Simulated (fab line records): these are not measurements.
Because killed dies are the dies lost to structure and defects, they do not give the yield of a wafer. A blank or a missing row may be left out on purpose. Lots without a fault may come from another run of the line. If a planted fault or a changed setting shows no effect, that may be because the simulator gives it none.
fab line records	flow n5Finfet
[record] lots = 7	wafers = 21
route steps=1938 shown BEOL_M4@1047 BEOL_M5@1154 BEOL_M6@1260 BEOL_M7@1266 BEOL_M8@1359 BEOL_M9@1440
startH: hours from the record's opening day to when the first of the lot's shown wafers began	waitH: how many hours have passed since the lot's step before this one	" repeats the value in the row above	L1.1+2: several wafers, shown together as one row	- value missing, or start not given	* or withheld: withheld	< > ~ a bound
route shown NAME@n: a module of which the file shows steps, and the number in the route of the first	usual: average and standard deviation across the fault-free wafers	same: alike in all rows	chamber/n: place in a boat	sites: readings site by site	_std_site: standard deviation across them	_edge_site: outer sites' mean less inner sites'	radiusMm: for every site, how far away it sits from the centre of the wafer	mask NAME#n: copy n	behind: the tool/chamber that last shaped the wafer	hold: why the lot was held/for how many hours/how that ended	device: whichever transistor did not switch (one of n, p or np)	end of line: the tests these same wafers got at the end of their route	step lacking rows: just its recipe	killed: count of dies lost to structure and defects at first sort (not the wafer's yield)	map: the dies of a wafer, with x for killed, . for not killed, _ for no die there
set.NAME: the setting as run; set.NAME@STEP: as run at that earlier step	model.NAME: the simulator's own value behind a step, which no gauge read
lots whose settings were changed on purpose; a table a step, a row a wafer
[[steps]]
[step N5_BEOL_M4_COAT_67]
[recipe] resist = SOC	tempC = 250	timeS = 60	spinRpm = 1500	resistThkNm = 60
lot.wafer	tool	chamber	startH	waitH	set.spinRpm	model.SOC_of_BEOL_M4_COAT_67.thkNm
L079.1+2	lithoTrack-04	0	184.42	0.0	1500	60
L079.6	"	0	"	"	1500	60.2
L080.2	lithoTrack-01	0	191.69	0.0	1625	57.8
L080.3	"	0	"	"	1500	60
L080.5	"	0	"	"	1625	57.6
L082.2	lithoTrack-01	0	208.30	0.0	1500	60.2
L082.3	"	0	"	"	1500	60
L082.5	"	0	"	"	1441	61
L085.1+2	lithoTrack-01	0	226.34	0.0	1500	60.2
L085.5	"	0	"	"	1338	63.8
L093.2	lithoTrack-04	0	267.52	0.0	1642	57.6
L093.4+5	"	0	"	"	1642	57.2
L094.1	lithoTrack-04	0	272.27	0.0	1500	60.2
L094.3+5	"	0	"	"	1500	60
L097.2+3	lithoTrack-04	0	312.68	0.0	1500	60
L097.6	"	0	"	"	1349	63.2
[step N5_BEOL_M4_COAT_22]
[recipe] resist = CAR-EUV	spinRpm = 1500	resistThkNm = 30
lot.wafer	tool	chamber	startH	waitH	set.spinRpm	model.CAR-EUV_of_BEOL_M4_COAT_22.thkNm
L079.1	lithoTrack-04	0	-	-	1500	30
L079.2	"	0	"	"	1500	29.8
L079.6	"	0	"	"	1405	30.8
L080.2+5	lithoTrack-01	0	-	-	1450	30.4
L080.3	"	0	"	"	1500	29.8
L082.2+5	lithoTrack-01	0	-	-	1500	30
L082.3	"	0	"	"	1500	30.2
L085.1	lithoTrack-01	0	-	-	1609	29.2
L085.2	"	0	"	"	1500	30
L085.5	"	0	"	"	1609	29
L093.2	lithoTrack-04	0	-	-	1650	28.6
L093.4+5	"	0	"	"	1500	30
L094.1+3+5	lithoTrack-04	0	-	-	1500	30
L097.2+6	lithoTrack-04	0	-	-	1500	30
L097.3	"	0	"	"	1500	29.8
[step N5_BEOL_M4_EBR_24]
[recipe] solvent = PGMEA	ebrWidthMm = 1.5
[step N5_BEOL_M4_SOFTBAKE_23]
[recipe] tempC = 110	timeS = 60	resist = CAR-EUV
[step N5_BEOL_M4_EXPOSE_25]
[recipe] maskId = V3	na = 0.33	sourceShape = quasar	sigmaInner = 0.2	sigmaOuter = 0.8	polarization = unpolarized	defocusNm = 5	doseMj = 63
[step N5_BEOL_M4_PEB_26]
[recipe] pebTempC = 100	pebTimeS = 60	resist = CAR-EUV
[step N5_BEOL_M4_DEVELOP_27]
[recipe] developTimeS = 30	developer = TMAH	resist = CAR-EUV	rinseLiquid = surfactantRinse	dry = airSpin	devTempC = 23
lot.wafer	tool	chamber	startH	waitH	set.spinRpm@BEOL_M4_COAT_22	model.CAR-EUV_of_BEOL_M4_COAT_22.thkNm
L079.1	lithoTrack-05	0	-	-	1500	29.6
L079.2	"	0	"	"	1500	29.4
L079.6	"	0	"	"	1405	30.4
L080.2+5	lithoTrack-04	0	-	-	1450	30
L080.3	"	0	"	"	1500	29.4
L082.2+3+5	lithoTrack-05	0	-	-	1500	29.6
L085.1+5	lithoTrack-01	0	-	-	1609	28.6
L085.2	"	0	"	"	1500	29.6
L093.2	lithoTrack-05	0	-	-	1650	28
L093.4+5	"	0	"	"	1500	29.6
L094.1+3+5	lithoTrack-04	0	-	-	1500	29.6
L097.2	lithoTrack-01	0	-	-	1500	29.6
L097.3+6	"	0	"	"	1500	29.4
[step N5_BEOL_M4_ALD_98]
[recipe] material = SiO2	targetThkA = 25	tempC = 100	aldPrecursorFamily = BDEAS	aldCoReactant = O2-plasma	pulseTimeS = 1	coReactantPulseTimeS = 1	purgeTimeS = 2	coReactantPurgeTimeS = 2	aldCycles = 17	pressureTorr = 2
[step N5_BEOL_M4_ETCHBACK_99]
[recipe] chemistry = CHF3	target = SiO2	targetDepthA = 50	timeS = 10.4	sourceW = 215	biasW = 47	Ar_flow_sccm = 200	CHF3_flow_sccm = 12	ionEnergyEv = 100	pressureMtorr = 30
[step N5_BEOL_M4_ETCH_70]
[recipe] chemistry = N2/H2	target = SOC	targetDepthA = 800	overetchA = 240	maskMaterial = SiARC	tempC = 40	timeS = 130	ionEnergyEv = 200	pressureMtorr = 30	sourceW = 840	biasW = 150	n2FlowSccm = 200	h2FlowSccm = 200
lot.wafer	tool	chamber	startH	waitH	set.spinRpm@BEOL_M4_COAT_67	model.etch.depthNm
L079.1	rieDiel-01	2	185.57	0.0	1500	59.98
L079.2	"	1	"	"	1500	60.04
L079.6	"	3	"	"	1500	60.18
L080.2	rieDiel-05	0	192.38	0.0	1625	57.73
L080.3	"	3	"	"	1500	60.08
L080.5	"	2	"	"	1625	57.68
L082.2	rieDiel-01	0	209.10	0.0	1500	60.18
L082.3	"	3	"	"	1500	60
L082.5	"	0	"	"	1441	61.03
L085.1	rieDiel-01	1	230.75	0.0	1500	60.16
L085.2	"	2	"	"	1500	60.17
L085.5	"	0	"	"	1338	63.84
L093.2	rieDiel-01	0	270.91	0.0	1642	57.51
L093.4	"	2	"	"	1642	57.16
L093.5	"	3	"	"	1642	57.27
L094.1	rieDiel-06	1	274.98	0.0	1500	60.22
L094.3	"	2	"	"	1500	59.99
L094.5	"	0	"	"	1500	60.1
L097.2	rieDiel-06	1	314.30	0.0	1500	59.99
L097.3	"	3	"	"	1500	60.08
L097.6	"	3	"	"	1349	63.18
[step N5_BEOL_M4_STRIP_71]
[recipe] chemistry = N2/H2	tempC = 40	n2FlowSccm = 200	h2FlowSccm = 200	rfFrequencyHz = 6e+07
[step N5_BEOL_M4_STRIP_78]
[recipe] chemistry = N2/H2	tempC = 40	n2FlowSccm = 200	h2FlowSccm = 200	rfFrequencyHz = 6e+07
[step N5_BEOL_M4_PRECLEAN_42]
[recipe] chemistry = residueRemover	timeS = 60	tempC = 40
[step N5_BEOL_M4_SRD_43]
[recipe] timeS = 30	tempC = 23	rinseLiquid = diw	dry = ipaMarangoni
[step N5_BEOL_M4_CD_MEAS_35]
[recipe] targetCdNm = 18	targetCdYNm = 22.4	polarity = opening
[usual] cdNm = 18.05/0.3
lot.wafer	tool	chamber	startH	waitH	set.doseMj@BEOL_M4_EXPOSE_08	cdNm
L079.1	cdSem-03	-	186.08	0.0	41.25	17.75
L079.2	"	-	"	"	41.25	18.03
L079.6	"	-	"	"	41.25	17.91
L080.2	cdSem-03	-	192.90	0.0	39.88	17.33
L080.3	"	-	"	"	41.25	17.68
L080.5	"	-	"	"	41.25	18.36
L082.2	cdSem-02	-	209.62	0.0	41.25	18.11
L082.3	"	-	"	"	41.25	18.04
L082.5	"	-	"	"	39.62	17.64
L085.1	cdSem-01	-	231.26	0.0	41.25	17.98
L085.2	"	-	"	"	43.45	19.05
L085.5	"	-	"	"	41.25	17.65
L093.2	cdSem-01	-	271.43	0.0	42.61	18.92
L093.4	"	-	"	"	42.61	18.70
L093.5	"	-	"	"	41.25	17.61
L094.1	cdSem-01	-	275.49	0.0	41.25	18.55
L094.3	"	-	"	"	41.25	17.98
L094.5	"	-	"	"	41.25	18.05
L097.2	cdSem-03	-	314.81	0.0	38.74	17.17
L097.3	"	-	"	"	41.25	18.74
L097.6	"	-	"	"	38.74	17.15
[step N5_BEOL_M5_ETCH_68]
[recipe] chemistry = N2/H2	target = SOC	targetDepthA = 800	overetchA = 160	maskMaterial = SiARC	tempC = 40	timeS = 120	ionEnergyEv = 200	pressureMtorr = 30	sourceW = 840	biasW = 150	n2FlowSccm = 200	h2FlowSccm = 200
[usual] rfVppV = 522.7/2.5
lot.wafer	tool	chamber	startH	waitH	set.biasW	rfVppV	model.SiARC_of_BEOL_M5_COAT_66.thkNm
L079.1	rieDiel-02	0	197.55	0.0	150	525.0	6.6
L079.2	"	3	"	"	138.9	499.9	7
L079.6	"	3	"	"	138.9	499.7	7
L080.2	rieDiel-02	0	203.88	0.0	173.8	574.0	5.4
L080.3	"	3	"	"	173.8	576.4	5.2
L080.5	"	3	"	"	150	526.1	6.2
L082.2	rieDiel-04	0	221.76	0.0	150	522.2	6.6
L082.3	"	1	"	"	140.8	506.8	7
L082.5	"	3	"	"	140.8	503.6	7
L085.1	rieDiel-04	2	241.33	0.0	150	522.8	6.4
L085.2	"	3	"	"	150	523.2	6.4
L085.5	"	3	"	"	127.6	471.2	7.6
L093.2	rieDiel-03	1	282.54	0.0	150	524.7	6.2
L093.4	"	0	"	"	150	519.7	6.4
L093.5	"	1	"	"	150	524.3	6.2
L094.1	rieDiel-02	3	291.38	0.0	150	524.5	6.4
L094.3	"	0	"	"	150	523.5	6.6
L094.5	"	2	"	"	150	521.9	6.4
L097.2	rieDiel-03	3	324.16	0.0	135.2	487.9	7.2
L097.3	"	2	"	"	150	520.7	6.6
L097.6	"	2	"	"	150	520.6	6.6
[step N5_BEOL_M5_VIA_ETCH_34]
[recipe] chemistry = C4F6/O2	target = SiCOH_lowk	targetDepthA = 883	maskMaterial = SOC	taperDeg = 4	timeS = 39.2	ionEnergyEv = 250	pressureMtorr = 30	sourceW = 345	biasW = 185	Ar_flow_sccm = 300	C4F6_flow_sccm = 10	O2_flow_sccm = 10
[usual] rfVppV = 663/6.5
lot.wafer	tool	chamber	startH	waitH	set.biasW	rfVppV
L079.1	rieDiel-02	0	197.66	0.0	154.5	574
L079.2	"	3	"	"	154.5	581
L079.6	"	3	"	"	154.5	581
L080.2	rieDiel-02	0	203.98	0.0	168.2	613
L080.3	"	3	"	"	185	669
L080.5	"	3	"	"	168.2	622
L082.2	rieDiel-04	0	221.86	0.0	199.9	708
L082.3	"	1	"	"	185	676
L082.5	"	3	"	"	199.9	703
L085.1	rieDiel-04	2	241.44	0.0	185	659
L085.2	"	3	"	"	185	661
L085.5	"	3	"	"	185	661
L093.2	rieDiel-03	1	282.64	0.0	185	667
L093.4	"	0	"	"	160.1	593
L093.5	"	1	"	"	185	667
L094.1	rieDiel-02	3	291.48	0.0	185	671
L094.3	"	0	"	"	185	662
L094.5	"	2	"	"	185	659
L097.2	rieDiel-03	3	324.26	0.0	185	650
L097.3	"	2	"	"	163.7	599
L097.6	"	2	"	"	185	660
[step N5_BEOL_M5_ETCH_41]
[recipe] chemistry = CH3F/O2	target = SiCN	targetDepthA = 315	taperDeg = 2	timeS = 56.7	ionEnergyEv = 120	maskMaterial = TiN	pressureMtorr = 30	sourceW = 395	biasW = 75	Ar_flow_sccm = 150	CH3F_flow_sccm = 30	O2_flow_sccm = 20
[usual] rfVppV = 296.7/1.6
lot.wafer	tool	chamber	startH	waitH	set.sourceW	rfVppV
L079.1	rieDiel-02	0	-	-	452.6	283.1
L079.2	"	3	"	"	395	299.0
L079.6	"	3	"	"	395	298.5
L080.2	rieDiel-02	0	-	-	395	297.9
L080.3	"	3	"	"	395	299.0
L080.5	"	3	"	"	395	297.6
L082.2	rieDiel-04	0	-	-	395	297.2
L082.3	"	1	"	"	395	298.2
L082.5	"	3	"	"	395	296.8
L085.1	rieDiel-04	2	-	-	395	297.4
L085.2	"	3	"	"	395	295.4
L085.5	"	3	"	"	395	297.4
L093.2	rieDiel-03	1	-	-	395	298.0
L093.4	"	0	"	"	395	294.9
L093.5	"	1	"	"	395	297.6
L094.1	rieDiel-02	3	-	-	395	297.2
L094.3	"	0	"	"	395	297.1
L094.5	"	2	"	"	395	297.2
L097.2	rieDiel-03	3	-	-	395	295.0
L097.3	"	2	"	"	395	294.0
L097.6	"	2	"	"	432.7	286.3
[step N5_BEOL_M6_DEP_56]
[recipe] material = SiCN	targetThkA = 100	tempC = withheld	precursor = 3MS/NH3	pressureTorr = 3	rfW = 202	timeS = 17.5
lot.wafer	tool	chamber	startH	waitH	set.timeS	model.SiCN_of_BEOL_M6_DEP_56.thkNm
L079.1+6	pecvd-02	1	217.93	0.0	19.01	10.8
L079.2	"	2	"	"	17.5	9.8
L080.2	pecvd-02	1	226.09	0.0	15.54	9
L080.3+5	"	0,1	"	"	17.5	10
L082.2+3	pecvd-02	2,0	236.95	0.0	17.5	10
L082.5	"	1	"	"	19.48	11.2
L085.1+2	pecvd-04	0,1	257.34	0.0	17.5	9.8
L085.5	"	0	"	"	18.7	10.6
L093.2	pecvd-04	1	297.32	0.0	17.5	10.2
L093.4	"	0	"	"	17.5	10.4
L093.5	"	2	"	"	17.5	10
L094.1+3	pecvd-03	2,0	305.40	0.0	17.5	9.8
L094.5	"	1	"	"	17.5	10
L097.2+6	pecvd-02	1	339.71	0.0	15.46	9
L097.3	"	2	"	"	17.5	10
[step N5_BEOL_M7_PECVD_70]
[recipe] material = SiO2	targetThkA = 200	tempC = 400	precursor = TEOS/O2	pressureTorr = 5.5	rfW = 450	teosFlowSccm = 53.8	gas = O2	flowSccm = 3000	timeS = 22.7
lot.wafer	tool	chamber	startH	waitH	set.timeS	model.SiO2_of_BEOL_M7_PECVD_70.thkNm
L079.1	pecvd-01	1	218.68	0.0	22.7	19.8
L079.2	"	0	"	"	22.7	19.6
L079.6	"	0	"	"	22.7	20
L080.2	pecvd-02	0	226.84	0.0	22.7	19.8
L080.3	"	2	"	"	22.7	20.2
L080.5	"	0	"	"	22.7	20.4
L082.2	pecvd-03	2	237.69	0.0	22.7	19.6
L082.3	"	0	"	"	23.93	20.6
L082.5	"	0	"	"	23.93	20.8
L085.1	pecvd-01	1	258.08	0.0	24.41	20.8
L085.2	"	2	"	"	22.7	19.4
L085.5	"	0	"	"	24.41	21.4
L093.2	pecvd-03	0	298.32	0.0	22.7	19.8
L093.4	"	0	"	"	22.7	20.2
L093.5	"	2	"	"	20.5	18.4
L094.1	pecvd-02	1	306.17	0.0	22.7	20
L094.3+5	"	2	"	"	22.7	20.6
L097.2	pecvd-03	2	340.46	0.0	22.7	19.8
L097.3	"	1	"	"	22.7	20.2
L097.6	"	1	"	"	24.35	21.6
[step N5_BEOL_M7_VIA_ETCH_34]
[recipe] chemistry = C4F6/O2	target = SiCOH_lowk	targetDepthA = 1255	maskMaterial = SOC	taperDeg = 4	timeS = 50.5	ionEnergyEv = 250	pressureMtorr = 30	sourceW = 345	biasW = 185	Ar_flow_sccm = 300	C4F6_flow_sccm = 10	O2_flow_sccm = 10
[usual] rfVppV = 663/6.5
lot.wafer	tool	chamber	startH	waitH	set.biasW	rfVppV
L079.1	rieDiel-02	0	221.32	0.0	185	662
L079.2	"	1	"	"	160.7	585
L079.6	"	2	"	"	160.7	592
L080.2	rieDiel-04	2	229.88	0.0	185	660
L080.3	"	0	"	"	185	666
L080.5	"	1	"	"	185	676
L082.2	rieDiel-03	1	241.53	0.0	185	668
L082.3	"	0	"	"	185	666
L082.5	"	0	"	"	185	665
L085.1	rieDiel-03	2	260.88	0.0	185	660
L085.2	"	3	"	"	185	651
L085.5	"	0	"	"	202	712
L093.2	rieDiel-03	2	301.84	0.0	185	658
L093.4	"	0	"	"	152.1	569
L093.5	"	2	"	"	185	660
L094.1	rieDiel-03	1	308.26	0.0	185	669
L094.3	"	3	"	"	185	651
L094.5	"	2	"	"	185	660
L097.2	rieDiel-04	3	344.10	0.0	185	661
L097.3	"	1	"	"	173.1	640
L097.6	"	2	"	"	185	659
[step N5_BEOL_M7_TRENCH_ETCH_37]
[recipe] chemistry = C4F6/O2	targetDepthA = 934.78	target = SiCOH_lowk	timeS = 31.2	ionEnergyEv = 250	pressureMtorr = 30	sourceW = 345	biasW = 185	Ar_flow_sccm = 300	C4F6_flow_sccm = 10	O2_flow_sccm = 10
[usual] rfVppV = 663/6.5
lot.wafer	tool	chamber	startH	waitH	set.biasW	rfVppV
L079.1	rieDiel-02	0	-	-	185	660
L079.2	"	1	"	"	176.6	630
L079.6	"	2	"	"	185	660
L080.2	rieDiel-04	2	-	-	185	661
L080.3	"	0	"	"	194.3	692
L080.5	"	1	"	"	185	676
L082.2	rieDiel-03	1	-	-	211.3	743
L082.3	"	0	"	"	185	665
L082.5	"	0	"	"	211.3	741
L085.1	rieDiel-03	2	-	-	199.7	703
L085.2	"	3	"	"	185	652
L085.5	"	0	"	"	185	667
L093.2	rieDiel-03	2	-	-	185	660
L093.4	"	0	"	"	157.4	586
L093.5	"	2	"	"	185	661
L094.1	rieDiel-03	1	-	-	185	667
L094.3	"	3	"	"	185	652
L094.5	"	2	"	"	185	660
L097.2	rieDiel-04	3	-	-	209.1	728
L097.3	"	1	"	"	185	677
L097.6	"	2	"	"	185	659
[step N5_BEOL_M8_COAT_22]
[recipe] resist = CAR-EUV	spinRpm = 1500	resistThkNm = 30
lot.wafer	tool	chamber	startH	waitH	set.spinRpm	model.CAR-EUV_of_BEOL_M8_COAT_22.thkNm
L079.1	lithoTrack-03	0	-	-	1500	30.2
L079.2+6	"	0	"	"	1581	29.4
L080.2+5	lithoTrack-05	0	-	-	1438	30.8
L080.3	"	0	"	"	1500	30
L082.2	lithoTrack-03	0	-	-	1500	30.2
L082.3+5	"	0	"	"	1353	31.8
L085.1	lithoTrack-03	0	-	-	1500	29.8
L085.2	"	0	"	"	1338	31.8
L085.5	"	0	"	"	1500	30
L093.2	lithoTrack-03	0	-	-	1576	29.2
L093.4	"	0	"	"	1500	30
L093.5	"	0	"	"	1500	29.8
L094.1+3+5	lithoTrack-03	0	-	-	1500	30
L097.2+3+6	lithoTrack-02	0	-	-	1500	30
[step N5_BEOL_M8_EBR_24]
[recipe] solvent = PGMEA	ebrWidthMm = 1.5
[step N5_BEOL_M8_SOFTBAKE_23]
[recipe] tempC = 110	timeS = 60	resist = CAR-EUV
[step N5_BEOL_M8_EXPOSE_25]
[recipe] maskId = V7	na = 0.33	sourceShape = annular	sigmaInner = 0.4	sigmaOuter = 0.8	polarization = unpolarized	targetCdNm = 40	doseMj = 42.5
[step N5_BEOL_M8_PEB_26]
[recipe] pebTempC = 100	pebTimeS = 60	resist = CAR-EUV
[step N5_BEOL_M8_DEVELOP_27]
[recipe] developTimeS = 30	developer = TMAH	resist = CAR-EUV	rinseLiquid = surfactantRinse	dry = airSpin	devTempC = 23
lot.wafer	tool	chamber	startH	waitH	set.spinRpm@BEOL_M8_COAT_22	model.CAR-EUV_of_BEOL_M8_COAT_22.thkNm
L079.1	lithoTrack-02	0	-	-	1500	29.8
L079.2+6	"	0	"	"	1581	28.8
L080.2	lithoTrack-02	0	-	-	1438	30.4
L080.3	"	0	"	"	1500	29.6
L080.5	"	0	"	"	1438	30.2
L082.2	lithoTrack-05	0	-	-	1500	29.8
L082.3+5	"	0	"	"	1353	31.2
L085.1+5	lithoTrack-03	0	-	-	1500	29.4
L085.2	"	0	"	"	1338	31.2
L093.2	lithoTrack-05	0	-	-	1576	28.8
L093.4	"	0	"	"	1500	29.6
L093.5	"	0	"	"	1500	29.4
L094.1	lithoTrack-05	0	-	-	1500	29.4
L094.3+5	"	0	"	"	1500	29.6
L097.2+6	lithoTrack-02	0	-	-	1500	29.6
L097.3	"	0	"	"	1500	29.4
[step N5_BEOL_M8_ETCH_66]
[recipe] chemistry = N2/H2	target = SOC	targetDepthA = 800	overetchA = 160	maskMaterial = SiARC	tempC = 40	timeS = 120	ionEnergyEv = 200	pressureMtorr = 30	sourceW = 840	biasW = 150	n2FlowSccm = 200	h2FlowSccm = 200
[usual] rfVppV = 524.2/2.8
lot.wafer	tool	chamber	startH	waitH	set.biasW	rfVppV	model.SiARC_of_BEOL_M8_COAT_64.thkNm
L079.1	rieDiel-06	1	229.86	0.0	150	527.4	6.4
L079.2	"	0	"	"	150	527.8	6.2
L079.6	"	2	"	"	150	522.0	6.4
L080.2	rieDiel-06	0	238.99	0.0	138.2	500.3	6.8
L080.3	"	2	"	"	138.2	497.2	7
L080.5	"	0	"	"	150	526.5	6.4
L082.2	rieDiel-06	2	248.93	0.0	150	523.1	6.6
L082.3	"	1	"	"	150	527.7	6.6
L082.5	"	1	"	"	160.6	551.8	6
L085.1	rieDiel-06	3	271.25	0.0	150	525.2	6.2
L085.2	"	1	"	"	128.5	477.1	7.6
L085.5	"	0	"	"	128.5	479.0	7.4
L093.2	rieDiel-05	3	307.97	0.0	150	528.0	6.4
L093.4	"	1	"	"	167.5	562.6	5.6
L093.5	"	1	"	"	167.5	565.0	5.6
L094.1	rieDiel-05	3	316.72	0.0	150	528.2	6.4
L094.3	"	2	"	"	150	521.3	6.4
L094.5	"	0	"	"	150	522.9	6.4
L097.2	rieDiel-01	1	351.49	0.0	150	522.1	6.4
L097.3	"	0	"	"	150	522.9	6.4
L097.6	"	3	"	"	150	522.1	6.4
[step N5_BEOL_M9_ETCH_66]
[recipe] chemistry = N2/H2	target = SOC	targetDepthA = 800	overetchA = 160	maskMaterial = SiARC	tempC = 40	timeS = 120	ionEnergyEv = 200	pressureMtorr = 30	sourceW = 840	biasW = 150	n2FlowSccm = 200	h2FlowSccm = 200
lot.wafer	tool	chamber	startH	waitH	set.timeS	model.SiARC_of_BEOL_M9_COAT_64.thkNm
L079.1+6	rieDiel-04	2	240.50	0.0	120	6.4
L079.2	"	3	"	"	120	6.6
L080.2	rieDiel-03	1	246.55	0.0	120	6.2
L080.3	"	0	"	"	120	6.6
L080.5	"	2	"	"	107.4	7
L082.2+3	rieDiel-02	3,1	256.16	0.0	120	6.4
L082.5	"	3	"	"	110.1	6.8
L085.1+5	rieDiel-04	3,1	280.25	0.0	120	6.4
L085.2	"	1	"	"	120	6.6
L093.2+4	rieDiel-04	2	313.61	0.0	120	6.4
L093.5	"	0	"	"	136	5.6
L094.1+3+5	rieDiel-03	0,2,0	326.10	0.0	120	6.4
L097.2+3	rieDiel-04	0,3	361.31	0.0	120	6.4
L097.6	"	3	"	"	120	6.2
[[key]]
[split] step = N5_BEOL_M4_COAT_67	setting = spinRpm	stated = 1500	by = wafer
[response] step = N5_BEOL_M4_COAT_67	reading = model.SOC_of_BEOL_M4_COAT_67.thkNm	change = -0.31	per = 1%	r = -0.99
[response] step = N5_BEOL_M4_ETCH_70	reading = model.etch.depthNm	change = -0.313	per = 1%	r = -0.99
[split] step = N5_BEOL_M4_COAT_22	setting = spinRpm	stated = 1500	by = wafer
[response] step = N5_BEOL_M4_COAT_22	reading = model.CAR-EUV_of_BEOL_M4_COAT_22.thkNm	change = -0.138	per = 1%	r = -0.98
[response] step = N5_BEOL_M4_DEVELOP_27	reading = model.CAR-EUV_of_BEOL_M4_COAT_22.thkNm	change = -0.152	per = 1%	r = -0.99
[split] step = N5_BEOL_M5_ETCH_68	setting = biasW	stated = 150	by = wafer
[response] step = N5_BEOL_M5_ETCH_68	reading = rfVppV	change = +3.26	per = 1%	r = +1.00
[response] step = N5_BEOL_M5_ETCH_68	reading = model.SiARC_of_BEOL_M5_COAT_66.thkNm	change = -0.0655	per = 1%	r = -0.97
[split] step = N5_BEOL_M5_VIA_ETCH_34	setting = biasW	stated = 185	by = wafer
[response] step = N5_BEOL_M5_VIA_ETCH_34	reading = rfVppV	change = +5.09	per = 1%	r = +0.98
[split] step = N5_BEOL_M5_ETCH_41	setting = sourceW	stated = 395	by = wafer
[response] step = N5_BEOL_M5_ETCH_41	reading = rfVppV	change = -1.01	per = 1%	r = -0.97
[split] step = N5_BEOL_M6_DEP_56	setting = timeS	stated = 17.5	by = wafer
[response] step = N5_BEOL_M6_DEP_56	reading = model.SiCN_of_BEOL_M6_DEP_56.thkNm	change = +0.099	per = 1%	r = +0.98
[split] step = N5_BEOL_M7_PECVD_70	setting = timeS	stated = 22.7	by = wafer
[response] step = N5_BEOL_M7_PECVD_70	reading = model.SiO2_of_BEOL_M7_PECVD_70.thkNm	change = +0.197	per = 1%	r = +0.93
[split] step = N5_BEOL_M7_VIA_ETCH_34	setting = biasW	stated = 185	by = wafer
[response] step = N5_BEOL_M7_VIA_ETCH_34	reading = rfVppV	change = +5.22	per = 1%	r = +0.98
[split] step = N5_BEOL_M7_TRENCH_ETCH_37	setting = biasW	stated = 185	by = wafer
[response] step = N5_BEOL_M7_TRENCH_ETCH_37	reading = rfVppV	change = +5.08	per = 1%	r = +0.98
[split] step = N5_BEOL_M8_COAT_22	setting = spinRpm	stated = 1500	by = wafer
[response] step = N5_BEOL_M8_COAT_22	reading = model.CAR-EUV_of_BEOL_M8_COAT_22.thkNm	change = -0.166	per = 1%	r = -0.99
[response] step = N5_BEOL_M8_DEVELOP_27	reading = model.CAR-EUV_of_BEOL_M8_COAT_22.thkNm	change = -0.158	per = 1%	r = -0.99
[split] step = N5_BEOL_M8_ETCH_66	setting = biasW	stated = 150	by = wafer
[response] step = N5_BEOL_M8_ETCH_66	reading = rfVppV	change = +3.31	per = 1%	r = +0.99
[response] step = N5_BEOL_M8_ETCH_66	reading = model.SiARC_of_BEOL_M8_COAT_64.thkNm	change = -0.0797	per = 1%	r = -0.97
[split] step = N5_BEOL_M9_ETCH_66	setting = timeS	stated = 120	by = wafer
[response] step = N5_BEOL_M9_ETCH_66	reading = model.SiARC_of_BEOL_M9_COAT_64.thkNm	change = -0.0569	per = 1%	r = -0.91
split outsideThisFile step=N5_BEOL_M4_EXPOSE_08 setting=doseMj
// split outsideThisFile: this setting was split too, and the file shows its column; the key of that split is in another file
